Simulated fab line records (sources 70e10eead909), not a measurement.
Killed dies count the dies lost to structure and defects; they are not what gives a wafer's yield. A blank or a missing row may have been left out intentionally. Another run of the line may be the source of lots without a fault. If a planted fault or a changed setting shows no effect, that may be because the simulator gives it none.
Chamber matching / flow nand harc / NHARC_A_STAIRCASE_ETCH_169 on rie diel-08: 4 sister chambers
The step etches the open film in CH3F/O2, target depth 50 nm, time 107.1 s. 18 wafers are shown with their chamber, then 9 later ones without.

## WAFERS PAIRED WITH THEIR CHAMBERS
wafer=L074.3; chamber=2; drypump motor current A (A)=6.2; showerhead plenum p Torr (Torr)=2.41; rf vpp V (V)=243.2
wafer=L074.4; chamber=0; drypump motor current A (A)=5.5; showerhead plenum p Torr (Torr)=2.45; rf vpp V (V)=244.0
wafer=L074.5; chamber=3; drypump motor current A (A)=5.9; showerhead plenum p Torr (Torr)=2.40; rf vpp V (V)=244.1
wafer=L080.4; chamber=0; drypump motor current A (A)=5.4; showerhead plenum p Torr (Torr)=2.44; rf vpp V (V)=244.2
wafer=L080.5; chamber=2; drypump motor current A (A)=6.2; showerhead plenum p Torr (Torr)=2.41; rf vpp V (V)=245.6
wafer=L080.6; chamber=3; drypump motor current A (A)=5.9; showerhead plenum p Torr (Torr)=2.40; rf vpp V (V)=242.7
wafer=L081.2; chamber=0; drypump motor current A (A)=5.4; showerhead plenum p Torr (Torr)=2.43; rf vpp V (V)=243.5
wafer=L081.4; chamber=2; drypump motor current A (A)=6.2; showerhead plenum p Torr (Torr)=2.41; rf vpp V (V)=244.8
wafer=L081.5; chamber=1; drypump motor current A (A)=5.6; showerhead plenum p Torr (Torr)=2.44; rf vpp V (V)=244.0
wafer=L085.4; chamber=3; drypump motor current A (A)=5.9; showerhead plenum p Torr (Torr)=2.39; rf vpp V (V)=241.9
wafer=L085.5; chamber=2; drypump motor current A (A)=6.2; showerhead plenum p Torr (Torr)=2.40; rf vpp V (V)=242.0
wafer=L085.6; chamber=1; drypump motor current A (A)=5.6; showerhead plenum p Torr (Torr)=2.44; rf vpp V (V)=244.4
wafer=L084.2; chamber=3; drypump motor current A (A)=5.9; showerhead plenum p Torr (Torr)=2.39; rf vpp V (V)=243.0
wafer=L084.5; chamber=3; drypump motor current A (A)=5.9; showerhead plenum p Torr (Torr)=2.39; rf vpp V (V)=244.0
wafer=L084.6; chamber=2; drypump motor current A (A)=6.2; showerhead plenum p Torr (Torr)=2.40; rf vpp V (V)=244.1
wafer=L087.1; chamber=2; drypump motor current A (A)=6.2; showerhead plenum p Torr (Torr)=2.40; rf vpp V (V)=244.0
wafer=L087.2; chamber=1; drypump motor current A (A)=5.6; showerhead plenum p Torr (Torr)=2.43; rf vpp V (V)=244.7
wafer=L087.6; chamber=0; drypump motor current A (A)=5.5; showerhead plenum p Torr (Torr)=2.43; rf vpp V (V)=243.8

SIGNATURES (means of the wafers above)
reading=drypump motor current A; chamber 0=5.450; chamber 1=5.600; chamber 2=6.200; chamber 3=5.900; scatter within a chamber=0.0267
reading=showerhead plenum p Torr; chamber 0=2.4375; chamber 1=2.4367; chamber 2=2.4050; chamber 3=2.3940; scatter within a chamber=0.00661
reading=rf vpp V; chamber 0=243.875; chamber 1=244.367; chamber 2=243.950; chamber 3=243.140; scatter within a chamber=0.917
Rule: for a wafer and a chamber, the distance is found by dividing, reading by reading, the gap between the wafer's reading and the chamber's mean by the reading's scatter, squaring, summing and taking the root. The wafer belongs to the nearest chamber; if the next one is less than 2 further off, it can't be placed. The scatter is the square root of a quotient: the sum, over the shown wafers, of each reading's squared deviation from its chamber's mean, divided by wafers minus chambers.

## WAFERS MISSING THEIR CHAMBER
wafer=L094.2; drypump motor current A (A)=5.4; showerhead plenum p Torr (Torr)=2.42; rf vpp V (V)=243.8
wafer=L094.5; drypump motor current A (A)=5.7; showerhead plenum p Torr (Torr)=2.43; rf vpp V (V)=243.6
wafer=L094.6; drypump motor current A (A)=5.4; showerhead plenum p Torr (Torr)=2.42; rf vpp V (V)=243.7
wafer=L095.1; drypump motor current A (A)=5.9; showerhead plenum p Torr (Torr)=2.38; rf vpp V (V)=244.0
wafer=L095.2; drypump motor current A (A)=5.7; showerhead plenum p Torr (Torr)=2.43; rf vpp V (V)=245.5
wafer=L095.6; drypump motor current A (A)=5.5; showerhead plenum p Torr (Torr)=2.42; rf vpp V (V)=243.9
wafer=L097.1; drypump motor current A (A)=6.2; showerhead plenum p Torr (Torr)=2.40; rf vpp V (V)=242.2
wafer=L097.3; drypump motor current A (A)=5.6; showerhead plenum p Torr (Torr)=2.43; rf vpp V (V)=242.4
wafer=L097.4; drypump motor current A (A)=5.5; showerhead plenum p Torr (Torr)=2.42; rf vpp V (V)=244.3

## EACH ONE'S CHAMBER
wafer=L094.2; from the rows above=0; in truth=0
wafer=L094.5; from the rows above=1; in truth=1
wafer=L094.6; from the rows above=0; in truth=0
wafer=L095.1; from the rows above=3; in truth=3
wafer=L095.2; from the rows above=1; in truth=1
wafer=L095.6; from the rows above=can't be placed: 0 or 1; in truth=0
wafer=L097.1; from the rows above=2; in truth=2
wafer=L097.3; from the rows above=1; in truth=1
wafer=L097.4; from the rows above=can't be placed: 0 or 1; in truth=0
7 of 9 placed correctly. Unplaceable from these rows: 2, with the true chamber sitting among the candidates in 2. Placed wrongly: 0.
